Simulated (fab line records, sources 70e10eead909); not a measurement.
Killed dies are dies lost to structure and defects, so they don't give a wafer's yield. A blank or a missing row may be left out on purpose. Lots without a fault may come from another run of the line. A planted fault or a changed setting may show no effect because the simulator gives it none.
Which tool did it? | flow nand_harc | 12 lots, 36 wafers sampled, at 6 steps of a route of 1159

WHAT THE GAUGES READ, wafer by wafer
NHARC_A_START_INSPECT_01.
lot  | measured     | on                | raw_defect_count
L310 | day 7 12:42  | defect_inspect-01 | 2 3 5
L309 | day 7 13:52  | defect_inspect-01 | 4 4 3
L311 | day 7 14:21  | defect_inspect-02 | 1 5 7
L312 | day 8 00:56  | defect_inspect-01 | 4 5 3
L313 | day 8 14:37  | defect_inspect-01 | 3 4 7
L322 | day 10 08:32 | defect_inspect-01 | 5 1 1
L320 | day 10 09:37 | defect_inspect-02 | 3 3 5
L323 | day 10 15:08 | defect_inspect-01 | 4 2 5
L324 | day 10 21:33 | defect_inspect-02 | 2 4 4
L325 | day 11 06:40 | defect_inspect-02 | 2 1 5
L327 | day 11 12:04 | defect_inspect-01 | 3 2 7
L329 | day 12 09:19 | defect_inspect-02 | 2 1 5

NHARC_A_ZERO_WELL_INSPECT_17.
lot  | measured     | on                | raw_defect_count
L310 | day 7 15:01  | defect_inspect-01 | 22 24 24
L309 | day 7 16:03  | defect_inspect-01 | 2 12 3
L311 | day 7 16:40  | defect_inspect-01 | 3 8 6
L312 | day 8 03:08  | defect_inspect-02 | 9 6 9
L313 | day 8 16:54  | defect_inspect-02 | 1 9 3
L322 | day 10 10:51 | defect_inspect-01 | 1274 1270 1293
L320 | day 10 11:47 | defect_inspect-02 | 1315 1208 1246
L323 | day 10 17:27 | defect_inspect-01 | 17 6 12
L324 | day 10 23:52 | defect_inspect-02 | 14 7 6
L325 | day 11 09:18 | defect_inspect-02 | 21 10 17
L327 | day 11 14:22 | defect_inspect-01 | 3 2 12
L329 | day 12 11:53 | defect_inspect-01 | 6 9 7

NHARC_END_SORT_01.
lot  | measured     | on        | killed_at_array | killed_at_other | killed_at_periphery | killed_dies | killed_open | killed_short
L322 | day 23 16:36 | prober-01 | 114 85 67       | 2 0 1           | 4 4 7               | 120 89 75   | 2 4 3       | 2 2 3
L320 | day 23 04:35 | prober-01 | 99 71 100       | 0 1 0           | 0 1 0               | 99 73 100   | 3 2 0       | 1 0 2
L325 | day 24 05:08 | prober-01 | 51 41 45        | 0 0 0           | 4 3 4               | 55 44 49    | 5 4 3       | 1 0 1

WHICH TOOL RAN EACH LOT (tool, then ch and the chambers of the sampled wafers, then the start)
lot  | NHARC_P_BONDPAD_PRE_CLEAN_26            | NHARC_A_ZERO_WELL_ETCH_13        | NHARC_A_ZERO_WELL_RTA_16
L310 | pvd_sputter-01, day 7 12:42 or earlier  | rie_si-06 ch 2,3, day 7 13:55    | rtp_anneal-02 ch 0, day 7 14:51
L309 | pvd_sputter-02, day 7 13:52 or earlier  | rie_si-06 ch 0,1,2, day 7 14:57  | rtp_anneal-02 ch 0, day 7 15:53
L311 | pvd_sputter-01, day 7 14:21 or earlier  | rie_si-01 ch 0,2,3, day 7 15:35  | rtp_anneal-02 ch 0, day 7 16:28
L312 | pvd_sputter-02, day 8 00:56 or earlier  | rie_si-06 ch 0,1,3, day 8 02:03  | rtp_anneal-02 ch 0, day 8 03:00
L313 | pvd_sputter-03, day 8 14:37 or earlier  | rie_si-01 ch 0,3, day 8 15:48    | rtp_anneal-02 ch 0, day 8 16:46
L322 | pvd_sputter-03, day 10 08:32 or earlier | rie_si-06 ch 2,3, day 10 09:44   | rtp_anneal-01 ch 0, day 10 10:41
L320 | pvd_sputter-03, day 10 09:37 or earlier | rie_si-06 ch 0,1,3, day 10 10:42 | rtp_anneal-02 ch 0, day 10 11:38
L323 | pvd_sputter-01, day 10 15:08 or earlier | rie_si-03 ch 1,3, day 10 16:20   | rtp_anneal-02 ch 0, day 10 17:19
L324 | pvd_sputter-01, day 10 21:33 or earlier | rie_si-03 ch 0,3, day 10 22:45   | rtp_anneal-02 ch 0, day 10 23:41
L325 | pvd_sputter-01, day 11 06:40 or earlier | rie_si-03 ch 2,3, day 11 08:12   | rtp_anneal-02 ch 0, day 11 09:08
L327 | pvd_sputter-02, day 11 12:04 or earlier | rie_si-01 ch 1,2, day 11 13:16   | rtp_anneal-01 ch 0, day 11 14:10
L329 | pvd_sputter-02, day 12 09:19 or earlier | rie_si-03 ch 0,1,2, day 12 10:32 | rtp_anneal-02 ch 0, day 12 11:41
- NHARC_P_BONDPAD_PRE_CLEAN_26: time 30 s.
- NHARC_A_ZERO_WELL_ETCH_13: etches the open film in HBr/Cl2, target depth 120 nm, time 40.1 s.
- NHARC_A_ZERO_WELL_RTA_16: time 10 s.

WHAT THE TOOLS THEMSELVES READ (means of the sampled wafers that have a number; where no wafer has one, the mark that the record gives instead)
NHARC_P_BONDPAD_PRE_CLEAN_26.
lot  | tool           | heater_power_w (W)
L310 | pvd_sputter-01 | 437
L309 | pvd_sputter-02 | 389
L311 | pvd_sputter-01 | 444
L312 | pvd_sputter-02 | 416
L313 | pvd_sputter-03 | 413
L322 | pvd_sputter-03 | 403
L320 | pvd_sputter-03 | 406
L323 | pvd_sputter-01 | 438
L324 | pvd_sputter-01 | 427
L325 | pvd_sputter-01 | 435
L327 | pvd_sputter-02 | 422
L329 | pvd_sputter-02 | 361

NHARC_A_ZERO_WELL_ETCH_13.
lot  | tool      | chamber_pressure_mTorr (mTorr) | drypump_motor_current_A (A) | he_backside_leak_sccm (sccm) | oes_product_au (a.u.) | throttle_valve_pct (%)
L310 | rie_si-06 | 14.991                         | 5.3                         | 2.75                         | 1.007                 | 26.411
L309 | rie_si-06 | 15.001                         | 5.4                         | 2.80                         | 1.003                 | 26.399
L311 | rie_si-01 | 15.006                         | 5.4                         | 2.65                         | 1.008                 | 26.410
L312 | rie_si-06 | 14.993                         | 5.4                         | 2.86                         | 0.995                 | 26.404
L313 | rie_si-01 | 15.000                         | 6.0                         | 2.60                         | 1.011                 | 26.409
L322 | rie_si-06 | 15.006                         | 5.3                         | 2.95                         | 1.004                 | 26.409
L320 | rie_si-06 | 14.987                         | 5.4                         | 2.73                         | 0.997                 | 26.410
L323 | rie_si-03 | 14.987                         | 5.7                         | 2.61                         | 1.001                 | 26.398
L324 | rie_si-03 | 15.006                         | 6.2                         | 3.06                         | 1.000                 | 26.404
L325 | rie_si-03 | 14.999                         | 6.2                         | 2.59                         | 1.001                 | 26.403
L327 | rie_si-01 | 14.993                         | 5.1                         | 2.43                         | 1.001                 | 26.409
L329 | rie_si-03 | 14.987                         | 5.7                         | 2.55                         | 0.993                 | 26.418

NHARC_A_ZERO_WELL_RTA_16.
lot  | tool          | lamp_power_pct (%) | lamp_zone_5_pct (%) | lamp_zone_6_pct (%) | wafer_temp_C_max
L310 | rtp_anneal-02 | 35.3               | 35.3                | 35.2                | 1004.4
L309 | rtp_anneal-02 | 35.3               | 35.3                | 35.3                | 1003.8
L311 | rtp_anneal-02 | 35.3               | 35.4                | 35.3                | 1003.7
L312 | rtp_anneal-02 | 35.3               | 35.3                | 35.3                | 1003.3
L313 | rtp_anneal-02 | 35.3               | 35.3                | 35.2                | 1003.9
L322 | rtp_anneal-01 | 31.6               | 31.6                | 31.6                | 1006.7
L320 | rtp_anneal-02 | 35.3               | 35.3                | 35.2                | 1003.6
L323 | rtp_anneal-02 | 35.3               | 35.3                | 35.2                | 1004.6
L324 | rtp_anneal-02 | 35.3               | 35.3                | 35.2                | 1004.4
L325 | rtp_anneal-02 | 35.3               | 35.3                | 35.2                | 1003.9
L327 | rtp_anneal-01 | 31.6               | 31.6                | 31.6                | 1006.1
L329 | rtp_anneal-02 | 35.3               | 35.3                | 35.2                | 1003.9

THE ANSWER, worked out from the rows above alone
Rule: what is usual is taken from the lots themselves. Put in order of their means at a reading, lots are off if they are a third of the lots or fewer, leave a main group of 4 or more, and stand apart from it by a gap of 3 or more times the standard deviation of the main group's means; of several such gaps the widest counts. A main group whose means are all the same, to the digits that the tables above print for the reading, isn't used. A lot without any number at a reading at which 4 lots or more have one is off too. The other lots that the step has rows for count as sound. The gauges are gone through in route order, then the tools' own readings, and for those a lot's mean is taken as printed above. The first step at which some lot is off is used, and at that step the reading that is off furthest; a lot without a number counts as furthest.
Off: L322, L320, at NHARC_A_ZERO_WELL_INSPECT_17 (raw_defect_count). The main group: mean 10, standard deviation 5.6.
A tool fits if, at a process step before that reading, it ran every lot that is off, and no sound lot after the first of them. The gauges at NHARC_A_ZERO_WELL_INSPECT_17 are tried like those tools. NHARC_P_BONDPAD_PRE_CLEAN_26 gives no start for some lots, so the hours and the order of its lots are those of NHARC_A_START_INSPECT_01. Can't be told from this: 2 tools fit, pvd_sputter-03 at NHARC_P_BONDPAD_PRE_CLEAN_26, rie_si-06 at NHARC_A_ZERO_WELL_ETCH_13.

WHAT THE SIMULATOR HAD PUT IN
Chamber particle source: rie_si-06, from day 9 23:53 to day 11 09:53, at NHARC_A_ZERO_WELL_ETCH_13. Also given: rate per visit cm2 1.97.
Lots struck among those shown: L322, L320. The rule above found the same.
